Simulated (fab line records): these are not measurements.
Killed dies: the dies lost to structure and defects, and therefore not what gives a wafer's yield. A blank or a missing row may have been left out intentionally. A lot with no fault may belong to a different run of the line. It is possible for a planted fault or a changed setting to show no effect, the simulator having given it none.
fab line records	flow n5Finfet
record lots=7	wafers=21
route steps=1938 shown ZERO_LAYER@6 PMOS_HMC_CHANNEL_EPI@63 FIN_SAQP@143 FIN_CUT@155 DUMMY_GATE@224
startH: the number of hours between the record's first day and the start of the first shown wafer of the lot	waitH: hours since the lot's step before	" identical to the entry in the row above	L1.1+2: a single row standing in for several wafers	- value missing, or start not given	* or withheld: withheld	< > ~ a bound
route shown NAME@n: names a module that has steps shown in the file, with the first one's number in the route	usual: mean and standard deviation over wafers with no fault	same: alike in all rows	chamber/n: place in a boat	sites: each site's reading	_std_site: the values' standard deviation	_edge_site: the outer-site mean with the inner-site mean subtracted	radiusMm: how far each site lies from the wafer's centre	mask NAME#n: copy n	behind: the most recent tool/chamber to have shaped the wafer	hold: reason for holding the lot/hours on hold/outcome of the hold	device: names the non-switching transistor (n, p or np)	end of line: tests run on the same wafers once the route is complete	step lacking rows: just its recipe	killed: count of dies lost to structure and defects at first sort (not the wafer's yield)	map: dies across one wafer; x = killed, . = not, _ = none there
set.NAME: the run value of the setting; set.NAME@STEP: its run value at that earlier step	model.NAME: the simulator's own value behind a step, which no gauge read
lots whose settings were changed on purpose; a table a step, a row a wafer
## steps
# step N5_ZERO_LAYER_COAT_05
# recipe spinRpm=1500	resistThkNm=1000
lot.wafer	tool	chamber	startH	waitH	set.spinRpm	model.coat_of_ZERO_LAYER_COAT_05.thkNm
L074.1	lithoTrack-01	0	-	-	1500	1000
L074.3	"	0	"	"	1661	951.4
L074.5	"	0	"	"	1500	1004
L078.1	lithoTrack-04	0	-	-	1500	996.2
L078.2	"	0	"	"	1572	971.3
L078.5	"	0	"	"	1572	974.1
L080.1	lithoTrack-02	0	-	-	1500	1000
L080.3+4	"	0	"	"	1500	1002
L086.1	lithoTrack-02	0	-	-	1649	957.9
L086.3	"	0	"	"	1500	1001
L086.4	"	0	"	"	1500	999
L087.1	lithoTrack-02	0	-	-	1500	1001
L087.2	"	0	"	"	1500	1002
L087.3	"	0	"	"	1500	1003
L088.1	lithoTrack-02	0	-	-	1500	998.2
L088.2	"	0	"	"	1500	997.9
L088.3	"	0	"	"	1500	998.1
L096.2	lithoTrack-01	0	-	-	1500	1008
L096.3	"	0	"	"	1500	1004
L096.6	"	0	"	"	1500	1003
# step N5_ZERO_LAYER_EXPOSE_08
# recipe maskId=ZERO	na=0.55	sourceShape=conventional	sigmaOuter=0.8	polarization=unpolarized	defocusNm=0	targetCdNm=2000	doseMj=16.2
lot.wafer	tool	chamber	startH	waitH	mask	set.doseMj
L074.1	krfScanner-01	0	12.49	-	ZERO#0	17.19
L074.3+5	"	0	"	"	ZERO#0	16.2
L078.1+5	krfScanner-02	0	36.47	-	ZERO#0	16.58
L078.2	"	0	"	"	ZERO#0	16.2
L080.1	krfScanner-02	0	48.50	-	ZERO#0	16.2
L080.3+4	"	0	"	"	ZERO#0	17.25
L086.1+4	krfScanner-02	0	84.46	-	ZERO#0	16.2
L086.3	"	0	"	"	ZERO#0	15.03
L087.1+2+3	krfScanner-01	0	90.62	-	ZERO#0	16.2
L088.1	krfScanner-02	0	96.61	-	ZERO#0	17.23
L088.2+3	"	0	"	"	ZERO#0	16.2
L096.2+6	krfScanner-01	0	144.61	-	ZERO#0	15.01
L096.3	"	0	"	"	ZERO#0	16.2
# step N5_ZERO_LAYER_PEB_09
# recipe pebTempC=withheld	pebTimeS=*
# step N5_ZERO_LAYER_DEVELOP_10
# recipe developTimeS=60	rinseLiquid=diw	dry=airSpin	devTempC=21
# step N5_ZERO_LAYER_HARDBAKE_23
# recipe tempC=130	timeS=120
# step N5_ZERO_LAYER_CD_MEAS_11
# recipe targetCdNm=2000	landingEnergyEv=500	detector=seInlens
# usual cdNm=1999.7/1.9
lot.wafer	tool	chamber	startH	waitH	set.doseMj@ZERO_LAYER_EXPOSE_08	cdNm
L074.1	cdSem-01	0	12.66	-	17.19	2011.2
L074.3	"	0	"	"	16.2	2001.5
L074.5	"	0	"	"	16.2	1999.6
L078.1	cdSem-01	0	36.64	-	16.58	2003.8
L078.2	"	0	"	"	16.2	1998.6
L078.5	"	0	"	"	16.58	2005.2
L080.1	cdSem-03	0	48.68	-	16.2	1999.9
L080.3	"	0	"	"	17.25	2013.5
L080.4	"	0	"	"	17.25	2012.2
L086.1	cdSem-03	0	84.64	-	16.2	2001.2
L086.3	"	0	"	"	15.03	1985.3
L086.4	"	0	"	"	16.2	1998.4
L087.1	cdSem-02	0	90.79	-	16.2	1998.8
L087.2	"	0	"	"	16.2	1999.1
L087.3	"	0	"	"	16.2	2001.7
L088.1	cdSem-02	0	96.79	-	17.23	2008.5
L088.2	"	0	"	"	16.2	2001.1
L088.3	"	0	"	"	16.2	2002.3
L096.2	cdSem-01	0	144.79	-	15.01	1984.1
L096.3	"	0	"	"	16.2	1998.4
L096.6	"	0	"	"	15.01	1985.1
# step N5_ZERO_LAYER_DESCUM_16
# recipe chemistry=O2	timeS=7.9	sourcePowerW=50	biasPowerW=20	pressureMtorr=20	rfFrequencyHz=2.712e+07	tempC=40	o2FlowSccm=225
lot.wafer	tool	chamber	startH	waitH	set.doseMj@ZERO_LAYER_EXPOSE_08	model.ZERO_LAYER.cdNm
L074.1	rieDiel-01	1	12.70	0.0	17.19	2011
L074.3	"	0	"	"	16.2	2002
L074.5	"	0	"	"	16.2	1999
L078.1	rieDiel-06	2	37.11	0.5	16.58	2004
L078.2	"	3	"	"	16.2	1998
L078.5	"	2	"	"	16.58	2005
L080.1	rieDiel-06	2	49.08	0.4	16.2	2000
L080.3	"	1	"	"	17.25	2013
L080.4	"	1	"	"	17.25	2012
L086.1	rieDiel-01	0	84.68	0.0	16.2	2001
L086.3	"	2	"	"	15.03	-
L086.4	"	1	"	"	16.2	1999
L087.1+2	rieDiel-01	3,2	90.83	0.0	16.2	1999
L087.3	"	1	"	"	16.2	2002
L088.1	rieDiel-06	2	96.83	0.0	17.23	2008
L088.2	"	0	"	"	16.2	2001
L088.3	"	1	"	"	16.2	2002
L096.2	rieDiel-06	0	144.82	0.0	15.01	1984
L096.3	"	1	"	"	16.2	1998
L096.6	"	2	"	"	15.01	1985
# step N5_ZERO_LAYER_ETCH_17
# recipe chemistry=CF4	target=SiO2	targetDepthA=120	timeS=13.3	ionEnergyEv=350	pressureMtorr=40	sourceW=450	biasW=215	Ar_flow_sccm=100	cf4FlowSccm=100
lot.wafer	tool	chamber	startH	waitH	set.doseMj@ZERO_LAYER_EXPOSE_08	model.ZERO_LAYER.cdNm
L074.1	rieDiel-01	1	12.74	0.0	17.19	2011
L074.3	"	0	"	"	16.2	2002
L074.5	"	0	"	"	16.2	1999
L078.1	rieDiel-06	2	37.14	0.0	16.58	2004
L078.2	"	3	"	"	16.2	1998
L078.5	"	2	"	"	16.58	2005
L080.1	rieDiel-06	2	49.11	0.0	16.2	2000
L080.3	"	1	"	"	17.25	2013
L080.4	"	1	"	"	17.25	2012
L086.1	rieDiel-01	0	84.71	0.0	16.2	2001
L086.3	"	2	"	"	15.03	1985
L086.4	"	1	"	"	16.2	1999
L087.1+2	rieDiel-01	3,2	90.87	0.0	16.2	1999
L087.3	"	1	"	"	16.2	2002
L088.1	rieDiel-06	2	96.86	0.0	17.23	2008
L088.2	"	0	"	"	16.2	2001
L088.3	"	1	"	"	16.2	2002
L096.2	rieDiel-06	0	144.86	0.0	15.01	1984
L096.3	"	1	"	"	16.2	1998
L096.6	"	2	"	"	15.01	1985
# step N5_ZERO_LAYER_ETCH_18
# recipe chemistry=HBr/Cl2	target=Si	targetDepthA=1200	timeS=40	pressureMtorr=10	icpW=800	biasW=75	HBr_flow_sccm=150	Cl2_flow_sccm=80
lot.wafer	tool	chamber	startH	waitH	set.spinRpm@ZERO_LAYER_COAT_05	model.coat_of_ZERO_LAYER_COAT_05.thkNm
L074.1	rieSi-03	2	12.81	0.0	1500	930.5
L074.3	"	3	"	"	1661	881
L074.5	"	0	"	"	1500	933.7
L078.1	rieSi-03	1	37.21	0.0	1500	926.9
L078.2	"	0	"	"	1572	901.1
L078.5	"	3	"	"	1572	903.8
L080.1	rieSi-04	1	49.18	0.0	1500	929.4
L080.3	"	2	"	"	1500	931.3
L080.4	"	0	"	"	1500	933.3
L086.1	rieSi-03	0	84.79	0.0	1649	887.8
L086.3	"	1	"	"	1500	931
L086.4	"	3	"	"	1500	928.8
L087.1	rieSi-04	0	90.94	0.0	1500	932.1
L087.2	"	1	"	"	1500	931.2
L087.3	"	2	"	"	1500	933.3
L088.1	rieSi-03	2	96.94	0.0	1500	928.6
L088.2	"	1	"	"	1500	929.3
L088.3	"	3	"	"	1500	928.3
L096.2	rieSi-01	3	144.93	0.0	1500	936.7
L096.3	"	1	"	"	1500	935.3
L096.6	"	0	"	"	1500	932.9
# step N5_ZERO_LAYER_STRIP_24
# recipe chemistry=O2	powerW=1000	tempC=250	overashFraction=0.3	pressureMtorr=1000	o2FlowSccm=6750
# usual stripTimeToEndpointS=43.91/0.091
lot.wafer	tool	chamber	startH	waitH	set.spinRpm@ZERO_LAYER_COAT_05	stripTimeToEndpointS
L074.1	plasmaAsher-02	0	12.92	0.1	1500	43.85
L074.3	"	0	"	"	1661	42.36
L074.5	"	0	"	"	1500	43.96
L078.1	plasmaAsher-01	1	37.32	0.1	1500	43.74
L078.2	"	0	"	"	1572	42.95
L078.5	"	0	"	"	1572	43.04
L080.1	plasmaAsher-02	1	49.29	0.1	1500	43.81
L080.3	"	1	"	"	1500	43.89
L080.4	"	0	"	"	1500	43.93
L086.1	plasmaAsher-02	1	84.89	0.1	1649	42.55
L086.3	"	0	"	"	1500	43.88
L086.4	"	1	"	"	1500	43.82
L087.1	plasmaAsher-01	0	91.04	0.1	1500	43.89
L087.2	"	1	"	"	1500	43.88
L087.3	"	1	"	"	1500	43.93
L088.1	plasmaAsher-01	0	97.04	0.1	1500	43.78
L088.2	"	1	"	"	1500	43.81
L088.3	"	1	"	"	1500	43.79
L096.2	plasmaAsher-01	1	145.04	0.1	1500	44.03
L096.3	"	1	"	"	1500	43.99
L096.6	"	0	"	"	1500	43.92
# step N5_PMOS_HMC_CHANNEL_EPI_PEB_07
# recipe pebTempC=110	pebTimeS=60	resist=CAR-ArF-block
lot.wafer	tool	chamber	startH	waitH	set.pebTempC
L074.1+3+5	lithoTrack-01	0	17.20	0.1	110
L078.1+2+5	lithoTrack-05	0	41.70	0.1	110
L080.1+4	lithoTrack-05	0	53.55	0.1	110
L080.3	"	0	"	"	107.9
L086.1+3	lithoTrack-01	0	89.00	0.1	106.7
L086.4	"	0	"	"	110
L087.1+2+3	lithoTrack-02	0	95.40	0.1	110
L088.1+2	lithoTrack-02	0	101.46	0.1	112.4
L088.3	"	0	"	"	110
L096.2+3+6	lithoTrack-01	0	148.94	0.0	110
# step N5_PMOS_HMC_CHANNEL_EPI_DEVELOP_08
# recipe developTimeS=30	developer=TMAH	resist=CAR-ArF-block	devTempC=23	rinseLiquid=diw	dry=airSpin
lot.wafer	tool	chamber	startH	waitH	set.developTimeS
L074.1	lithoTrack-01	0	-	-	34.31
L074.3+5	"	0	"	"	30
L078.1+2+5	lithoTrack-05	0	-	-	30
L080.1+3+4	lithoTrack-05	0	-	-	30
L086.1+3	lithoTrack-01	0	-	-	30
L086.4	"	0	"	"	27.37
L087.1+2+3	lithoTrack-02	0	-	-	30
L088.1+2+3	lithoTrack-02	0	-	-	30
L096.2+3	lithoTrack-01	0	-	-	30
L096.6	"	0	"	"	26.95
# step N5_PMOS_HMC_CHANNEL_EPI_CD_MEAS_09
# recipe targetCdNm=237.4	landingEnergyEv=500	detector=seInlens
# usual cdNm=237.8/0.87
lot.wafer	tool	chamber	startH	waitH	set.pebTempC@PMOS_HMC_CHANNEL_EPI_PEB_07	cdNm
L074.1	cdSem-03	0	17.26	-	110	239.1
L074.3	"	0	"	"	110	237.0
L074.5	"	0	"	"	110	237.3
L078.1	cdSem-01	0	41.77	-	110	237.6
L078.2	"	0	"	"	110	238.8
L078.5	"	0	"	"	110	237.9
L080.1	cdSem-01	0	53.61	-	110	236.6
L080.3	"	0	"	"	107.9	229.1
L080.4	"	0	"	"	110	238.1
L086.1	cdSem-01	0	89.07	-	106.7	225.7
L086.3	"	0	"	"	106.7	227.1
L086.4	"	0	"	"	110	237.6
L087.1	cdSem-03	0	95.47	-	110	237.4
L087.2	"	0	"	"	110	238.5
L087.3	"	0	"	"	110	237.5
L088.1	cdSem-03	0	101.52	-	112.4	245.9
L088.2	"	0	"	"	112.4	245.9
L088.3	"	0	"	"	110	239.3
L096.2	cdSem-02	0	149.01	-	110	238.9
L096.3	"	0	"	"	110	238.6
L096.6	"	0	"	"	110	238.1
# step N5_PMOS_HMC_CHANNEL_EPI_DESCUM_14
# recipe chemistry=O2	timeS=7.9	sourcePowerW=50	biasPowerW=20	pressureMtorr=20	rfFrequencyHz=2.712e+07	tempC=40	resist=CAR-ArF-block	o2FlowSccm=225
lot.wafer	tool	chamber	startH	waitH	set.pebTempC@PMOS_HMC_CHANNEL_EPI_PEB_07	model.PMOS_HMC_CHANNEL_EPI.cdNm
L074.1	rieDiel-06	2	17.35	0.0	110	239.3
L074.3	"	3	"	"	110	237.1
L074.5	"	2	"	"	110	237.5
L078.1	rieDiel-01	2	41.86	0.0	110	237.6
L078.2	"	1	"	"	110	238.7
L078.5	"	2	"	"	110	237.9
L080.1	rieDiel-03	0	53.70	0.0	110	236.6
L080.3	"	1	"	"	107.9	229.3
L080.4	"	2	"	"	110	238.2
L086.1	rieDiel-01	2	89.15	0.0	106.7	226
L086.3	"	3	"	"	106.7	226.8
L086.4	"	0	"	"	110	237.2
L087.1+3	rieDiel-01	3,1	95.56	0.0	110	237.3
L087.2	"	2	"	"	110	238.6
L088.1	rieDiel-03	2	101.61	0.0	112.4	246.5
L088.2	"	0	"	"	112.4	245.4
L088.3	"	1	"	"	110	239.5
L096.2	rieDiel-06	0	149.09	0.0	110	238.7
L096.3	"	2	"	"	110	238.6
L096.6	"	0	"	"	110	237.7
# step N5_PMOS_HMC_CHANNEL_EPI_ETCH_32
# recipe chemistry=N2/H2	target=BARC	stopOn=SiO2	targetDepthA=858	overEtchFrac=0.3	timeS=50.3	ionEnergyEv=200	maskMaterial=CAR-ArF-block	pressureMtorr=30	sourceW=840	biasW=150	n2FlowSccm=200	h2FlowSccm=200
lot.wafer	tool	chamber	startH	waitH	set.pebTempC@PMOS_HMC_CHANNEL_EPI_PEB_07	model.PMOS_HMC_CHANNEL_EPI.cdNm
L074.1	rieDiel-06	2	17.39	0.0	110	242.9
L074.3	"	3	"	"	110	240.5
L074.5	"	2	"	"	110	240.4
L078.1	rieDiel-01	2	41.90	0.0	110	240.7
L078.2	"	1	"	"	110	242
L078.5	"	2	"	"	110	241
L080.1	rieDiel-03	0	53.74	0.0	110	238.6
L080.3	"	1	"	"	107.9	231.8
L080.4	"	2	"	"	110	239.7
L086.1	rieDiel-01	2	89.19	0.0	106.7	228.3
L086.3	"	3	"	"	106.7	229.1
L086.4	"	0	"	"	110	239.9
L087.1	rieDiel-01	3	95.60	0.0	110	239.4
L087.2	"	2	"	"	110	241.6
L087.3	"	1	"	"	110	240.9
L088.1	rieDiel-03	2	101.65	0.0	112.4	248.2
L088.2	"	0	"	"	112.4	248.3
L088.3	"	1	"	"	110	242.6
L096.2	rieDiel-06	0	149.13	0.0	110	241.8
L096.3	"	2	"	"	110	240.9
L096.6	"	0	"	"	110	240.5
# step N5_PMOS_HMC_CHANNEL_EPI_HM_OPEN_15
# recipe chemistry=CHF3/O2	target=SiO2	maskMaterial=CAR-ArF-block	targetDepthA=406	CHF3_flow_sccm=50	O2_flow_sccm=5	Ar_flow_sccm=200	timeS=20.3	pressureMtorr=30	sourceW=650	biasW=170	ionEnergyEv=200
# step N5_PMOS_HMC_CHANNEL_EPI_STRIP_33
# recipe chemistry=N2/H2	powerW=500	tempC=40	pressureMtorr=50	rfFrequencyHz=6e+07	overashFraction=0.3	biasPowerW=8	h2Frac=0.5	n2FlowSccm=300	h2FlowSccm=300
# step N5_PMOS_HMC_CHANNEL_EPI_STRIP_17
# recipe chemistry=SPM	timeS=750	tempC=130	h2so4H2o2VolRatio=4	dry=ipaMarangoni
# step N5_PMOS_HMC_CHANNEL_EPI_ETCH_38
# recipe chemistry=CF4	target=SiO2	targetDepthA=15	ionEnergyEv=350	pressureMtorr=10	icpW=800	biasW=400	cf4FlowSccm=80
lot.wafer	tool	chamber	startH	waitH	set.pebTempC@PMOS_HMC_CHANNEL_EPI_PEB_07	model.PMOS_HMC_CHANNEL_EPI.cdNm
L074.1	rieSi-05	3	17.79	0.0	110	243.1
L074.3	"	0	"	"	110	240.6
L074.5	"	0	"	"	110	240.5
L078.1	rieSi-05	0	42.54	0.0	110	240.7
L078.2	"	3	"	"	110	242
L078.5	"	1	"	"	110	241.1
L080.1	rieSi-02	2	54.14	0.0	110	238.5
L080.3	"	3	"	"	107.9	231.7
L080.4	"	3	"	"	110	239.6
L086.1	rieSi-06	1	89.61	0.0	106.7	228.4
L086.3	"	2	"	"	106.7	228.9
L086.4	"	3	"	"	110	239.9
L087.1	rieSi-02	3	96.00	0.0	110	239.5
L087.2	"	2	"	"	110	241.6
L087.3	"	0	"	"	110	241
L088.1	rieSi-06	3	102.05	0.0	112.4	248.1
L088.2	"	1	"	"	112.4	248.3
L088.3	"	2	"	"	110	242.6
L096.2	rieSi-06	0	149.56	0.0	110	241.8
L096.3	"	1	"	"	110	241
L096.6	"	3	"	"	110	240.5
# step N5_FIN_SAQP_ETCH_34
# recipe chemistry=C4F6/O2	target=SiO2	targetDepthA=450	timeS=15	ionEnergyEv=250	pressureMtorr=30	sourceW=345	biasW=185	Ar_flow_sccm=300	C4F6_flow_sccm=10	O2_flow_sccm=10	ends=cleared
# usual etchRfOnTimeS=15.07/0.15	rfVppV=666/9.2
lot.wafer	tool	chamber	startH	waitH	set.sourceW	etchRfOnTimeS	rfVppV
L074.1	rieDiel-02	1	26.54	0.0	397.4	14.26	609
L074.3	"	2	"	"	345	14.87	651
L074.5	"	1	"	"	345	15.17	653
L078.1	rieDiel-04	1	50.37	0.0	345	14.93	661
L078.2	"	0	"	"	345	15.11	660
L078.5	"	0	"	"	345	15.10	659
L080.1	rieDiel-04	1	62.58	0.0	345	15.07	659
L080.3	"	0	"	"	345	15.31	658
L080.4	"	0	"	"	345	15.12	659
L086.1	rieDiel-02	3	102.02	0.0	345	14.82	665
L086.3	"	2	"	"	314.6	15.55	683
L086.4	"	1	"	"	314.6	15.67	688
L087.1	rieDiel-02	3	108.47	0.0	345	14.79	663
L087.2	"	2	"	"	345	15.00	651
L087.3	"	1	"	"	345	14.70	655
L088.1	rieDiel-05	0	111.10	0.0	345	14.97	664
L088.2	"	1	"	"	289.4	16.31	739
L088.3	"	3	"	"	345	15.37	659
L096.2	rieDiel-04	2	157.64	0.0	345	14.95	674
L096.3	"	3	"	"	308.4	15.85	723
L096.6	"	3	"	"	345	15.11	683
# step N5_FIN_CUT_COAT_19
# recipe resist=SiARC	tempC=220	timeS=60	spinRpm=1500	resistThkNm=20
lot.wafer	tool	chamber	startH	waitH	set.spinRpm	model.SiARC_of_FIN_CUT_COAT_19.thkNm
L074.1+3	lithoTrack-05	0	-	-	1500	20
L074.5	"	0	"	"	1636	19.2
L078.1+2	lithoTrack-03	0	-	-	1500	20
L078.5	"	0	"	"	1633	19.2
L080.1+3+4	lithoTrack-03	0	-	-	1500	20
L086.1+3	lithoTrack-05	0	-	-	1500	20.2
L086.4	"	0	"	"	1500	20
L087.1+2+3	lithoTrack-02	0	-	-	1500	20
L088.1	lithoTrack-03	0	-	-	1500	20
L088.2+3	"	0	"	"	1400	20.6
L096.2+6	lithoTrack-03	0	-	-	1500	20
L096.3	"	0	"	"	1638	19
# step N5_FIN_CUT_COAT_29
# recipe resist=underlayer	tempC=205	timeS=60	spinRpm=1500	resistThkNm=10
# step N5_FIN_CUT_COAT_02
# recipe resist=CAR-EUV	spinRpm=1500	resistThkNm=30
# step N5_FIN_CUT_DESCUM_13
# recipe chemistry=O2	timeS=7	sourcePowerW=50	biasPowerW=20	pressureMtorr=20	rfFrequencyHz=2.712e+07	tempC=40	resist=CAR-EUV	o2FlowSccm=225
# step N5_FIN_CUT_ETCH_30
# recipe chemistry=N2/H2	target=underlayer	targetDepthA=130	maskMaterial=CAR-EUV	timeS=10.4	ionEnergyEv=200	pressureMtorr=30	sourceW=840	biasW=150	n2FlowSccm=200	h2FlowSccm=200	ends=cleared
# step N5_FIN_CUT_ETCH_20
# recipe chemistry=CF4	target=SiARC	targetDepthA=260	maskMaterial=CAR-EUV	timeS=43.3	ionEnergyEv=80	pressureMtorr=40	sourceW=545	biasW=36	Ar_flow_sccm=100	cf4FlowSccm=100	ends=cleared
lot.wafer	tool	chamber	startH	waitH	set.spinRpm@FIN_CUT_COAT_19	model.etch.depthNm
L074.1	rieDiel-01	1	27.49	0.0	1500	20
L074.3	"	2	"	"	1500	20.04
L074.5	"	2	"	"	1636	19.14
L078.1	rieDiel-01	1	51.44	0.0	1500	19.98
L078.2	"	2	"	"	1500	20.01
L078.5	"	0	"	"	1633	19.16
L080.1	rieDiel-03	1	63.64	0.0	1500	20.01
L080.3+4	"	3,0	"	"	1500	19.99
L086.1+3	rieDiel-01	1,0	103.10	0.0	1500	20.11
L086.4	"	3	"	"	1500	20.06
L087.1	rieDiel-01	1	109.54	0.0	1500	20.09
L087.2	"	2	"	"	1500	20.01
L087.3	"	3	"	"	1500	20
L088.1	rieDiel-01	1	112.05	0.0	1500	19.93
L088.2	"	2	"	"	1400	20.63
L088.3	"	0	"	"	1400	20.6
L096.2	rieDiel-03	3	158.58	0.0	1500	19.94
L096.3	"	1	"	"	1638	19.05
L096.6	"	3	"	"	1500	19.92
# step N5_DUMMY_GATE_COAT_28
# recipe resist=underlayer	tempC=205	timeS=60	spinRpm=1500	resistThkNm=10
lot.wafer	tool	chamber	startH	waitH	set.spinRpm	model.underlayer_of_DUMMY_GATE_COAT_28.thkNm
L074.1+3	lithoTrack-04	0	-	-	1647	9.6
L074.5	"	0	"	"	1500	10
L078.1	lithoTrack-02	0	-	-	1414	10.4
L078.2	"	0	"	"	1500	10
L078.5	"	0	"	"	1414	10.2
L080.1+3	lithoTrack-04	0	-	-	1500	10
L080.4	"	0	"	"	1400	10.4
L086.1	lithoTrack-01	0	-	-	1500	10
L086.3+4	"	0	"	"	1547	9.8
L087.1+2+3	lithoTrack-04	0	-	-	1500	10
L088.1+2+3	lithoTrack-02	0	-	-	1500	10
L096.2+3	lithoTrack-04	0	-	-	1570	9.8
L096.6	"	0	"	"	1500	10
## key
split step=N5_ZERO_LAYER_COAT_05	setting=spinRpm	stated=1500	by=wafer
response step=N5_ZERO_LAYER_COAT_05	reading=model.coat_of_ZERO_LAYER_COAT_05.thkNm	change=-4.53	per=1%	r=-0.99
response step=N5_ZERO_LAYER_ETCH_18	reading=model.coat_of_ZERO_LAYER_COAT_05.thkNm	change=-4.58	per=1%	r=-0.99
response step=N5_ZERO_LAYER_STRIP_24	reading=stripTimeToEndpointS	change=*	per=1%	r=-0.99
split step=N5_ZERO_LAYER_EXPOSE_08	setting=doseMj	stated=16.2	by=wafer
response step=N5_ZERO_LAYER_CD_MEAS_11	reading=cdNm	change=+1.78	per=1%	r=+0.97
response step=N5_ZERO_LAYER_DESCUM_16	reading=model.ZERO_LAYER.cdNm	change=+1.74	per=1%	r=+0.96
response step=N5_ZERO_LAYER_ETCH_17	reading=model.ZERO_LAYER.cdNm	change=+1.8	per=1%	r=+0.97
split step=N5_PMOS_HMC_CHANNEL_EPI_PEB_07	setting=pebTempC	stated=110	by=wafer
response step=N5_PMOS_HMC_CHANNEL_EPI_CD_MEAS_09	reading=cdNm	change=+3.66	per=1%	r=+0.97
response step=N5_PMOS_HMC_CHANNEL_EPI_DESCUM_14	reading=model.PMOS_HMC_CHANNEL_EPI.cdNm	change=+3.57	per=1%	r=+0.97
response step=N5_PMOS_HMC_CHANNEL_EPI_ETCH_32	reading=model.PMOS_HMC_CHANNEL_EPI.cdNm	change=+3.44	per=1%	r=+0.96
response step=N5_PMOS_HMC_CHANNEL_EPI_ETCH_38	reading=model.PMOS_HMC_CHANNEL_EPI.cdNm	change=+3.46	per=1%	r=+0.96
split step=N5_PMOS_HMC_CHANNEL_EPI_DEVELOP_08	setting=developTimeS	stated=30	by=wafer
response none clear
split step=N5_FIN_SAQP_ETCH_34	setting=sourceW	stated=345	by=wafer
response step=N5_FIN_SAQP_ETCH_34	reading=etchRfOnTimeS	change=*	per=1%	r=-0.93
response step=N5_FIN_SAQP_ETCH_34	reading=rfVppV	change=-3.77	per=1%	r=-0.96
split step=N5_FIN_CUT_COAT_19	setting=spinRpm	stated=1500	by=wafer
response step=N5_FIN_CUT_COAT_19	reading=model.SiARC_of_FIN_CUT_COAT_19.thkNm	change=-0.095	per=1%	r=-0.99
response step=N5_FIN_CUT_ETCH_20	reading=model.etch.depthNm	change=-0.0969	per=1%	r=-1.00
split step=N5_DUMMY_GATE_COAT_28	setting=spinRpm	stated=1500	by=wafer
response step=N5_DUMMY_GATE_COAT_28	reading=model.underlayer_of_DUMMY_GATE_COAT_28.thkNm	change=-0.0481	per=1%	r=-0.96
